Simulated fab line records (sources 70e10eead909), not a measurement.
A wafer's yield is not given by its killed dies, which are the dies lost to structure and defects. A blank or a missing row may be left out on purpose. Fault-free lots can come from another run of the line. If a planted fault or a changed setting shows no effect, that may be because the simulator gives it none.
Matching of chambers / flow nand_harc / NHARC_A_SGD_CUT_DESCUM_14 on rie_diel-13 has 4 sister chambers
The step chemistry O2, time 3 s. 16 wafers are shown with their chamber, then 8 later ones without.

WAFERS WITH THEIR CHAMBER
wafer=L074.4; chamber=1; drypump_motor_current_A (A)=5.0; showerhead_plenum_p_Torr (Torr)=1.88; throttle_valve_pct (%)=11.310
wafer=L074.5; chamber=1; drypump_motor_current_A (A)=5.0; showerhead_plenum_p_Torr (Torr)=1.88; throttle_valve_pct (%)=11.308
wafer=L074.6; chamber=2; drypump_motor_current_A (A)=6.2; showerhead_plenum_p_Torr (Torr)=1.81; throttle_valve_pct (%)=11.319
wafer=L074.1; chamber=3; drypump_motor_current_A (A)=5.1; showerhead_plenum_p_Torr (Torr)=1.89; throttle_valve_pct (%)=11.311
wafer=L074.2; chamber=2; drypump_motor_current_A (A)=6.2; showerhead_plenum_p_Torr (Torr)=1.81; throttle_valve_pct (%)=11.322
wafer=L074.3; chamber=0; drypump_motor_current_A (A)=5.7; showerhead_plenum_p_Torr (Torr)=1.83; throttle_valve_pct (%)=11.311
wafer=L075.3; chamber=1; drypump_motor_current_A (A)=5.0; showerhead_plenum_p_Torr (Torr)=1.88; throttle_valve_pct (%)=11.307
wafer=L075.4; chamber=2; drypump_motor_current_A (A)=6.2; showerhead_plenum_p_Torr (Torr)=1.81; throttle_valve_pct (%)=11.315
wafer=L075.6; chamber=0; drypump_motor_current_A (A)=5.8; showerhead_plenum_p_Torr (Torr)=1.83; throttle_valve_pct (%)=11.308
wafer=L078.3; chamber=3; drypump_motor_current_A (A)=5.1; showerhead_plenum_p_Torr (Torr)=1.89; throttle_valve_pct (%)=11.305
wafer=L078.4; chamber=1; drypump_motor_current_A (A)=5.0; showerhead_plenum_p_Torr (Torr)=1.88; throttle_valve_pct (%)=11.320
wafer=L078.5; chamber=0; drypump_motor_current_A (A)=5.7; showerhead_plenum_p_Torr (Torr)=1.83; throttle_valve_pct (%)=11.303
wafer=L078.1; chamber=0; drypump_motor_current_A (A)=5.7; showerhead_plenum_p_Torr (Torr)=1.83; throttle_valve_pct (%)=11.301
wafer=L078.2; chamber=2; drypump_motor_current_A (A)=6.2; showerhead_plenum_p_Torr (Torr)=1.81; throttle_valve_pct (%)=11.326
wafer=L078.6; chamber=3; drypump_motor_current_A (A)=5.1; showerhead_plenum_p_Torr (Torr)=1.89; throttle_valve_pct (%)=11.329
wafer=L094.1; chamber=2; drypump_motor_current_A (A)=6.2; showerhead_plenum_p_Torr (Torr)=1.80; throttle_valve_pct (%)=11.313

SIGNATURES, as means of the wafers listed above
reading=drypump_motor_current_A; chamber 0=5.725; chamber 1=5.000; chamber 2=6.200; chamber 3=5.100; scatter within a chamber=0.025
reading=showerhead_plenum_p_Torr; chamber 0=1.8300; chamber 1=1.8800; chamber 2=1.8080; chamber 3=1.8900; scatter within a chamber=0.00258
reading=throttle_valve_pct; chamber 0=11.30575; chamber 1=11.31125; chamber 2=11.31900; chamber 3=11.31500; scatter within a chamber=0.00702
Rule: a wafer lies at a distance from a chamber equal to the root of the sum of squares, over the readings, of (its reading less the chamber's mean, divided by the reading's scatter). If the next closest chamber is less than 2 further off than the closest, the wafer can't be placed; otherwise it belongs to the closest. How the scatter is found: for the shown wafers, subtract from each reading the mean of its chamber, square and add these, divide the total by (wafers less chambers), then take the root.

WAFERS WITHOUT THEIR CHAMBER
wafer=L094.2; drypump_motor_current_A (A)=5.1; showerhead_plenum_p_Torr (Torr)=1.89; throttle_valve_pct (%)=11.314
wafer=L094.3; drypump_motor_current_A (A)=5.0; showerhead_plenum_p_Torr (Torr)=1.87; throttle_valve_pct (%)=11.313
wafer=L095.1; drypump_motor_current_A (A)=5.1; showerhead_plenum_p_Torr (Torr)=1.89; throttle_valve_pct (%)=11.314
wafer=L095.4; drypump_motor_current_A (A)=5.7; showerhead_plenum_p_Torr (Torr)=1.83; throttle_valve_pct (%)=11.313
wafer=L095.6; drypump_motor_current_A (A)=5.0; showerhead_plenum_p_Torr (Torr)=1.87; throttle_valve_pct (%)=11.313
wafer=L097.2; drypump_motor_current_A (A)=5.8; showerhead_plenum_p_Torr (Torr)=1.83; throttle_valve_pct (%)=11.309
wafer=L097.3; drypump_motor_current_A (A)=5.0; showerhead_plenum_p_Torr (Torr)=1.87; throttle_valve_pct (%)=11.300
wafer=L097.5; drypump_motor_current_A (A)=5.8; showerhead_plenum_p_Torr (Torr)=1.83; throttle_valve_pct (%)=11.315

EACH ONE'S CHAMBER
wafer=L094.2; from the rows above=3; in truth=3
wafer=L094.3; from the rows above=1; in truth=1
wafer=L095.1; from the rows above=3; in truth=3
wafer=L095.4; from the rows above=0; in truth=0
wafer=L095.6; from the rows above=1; in truth=1
wafer=L097.2; from the rows above=0; in truth=0
wafer=L097.3; from the rows above=1; in truth=1
wafer=L097.5; from the rows above=0; in truth=0
Correctly placed: 8 of 8. Number that these rows cannot place: 0. Number placed wrongly: 0.
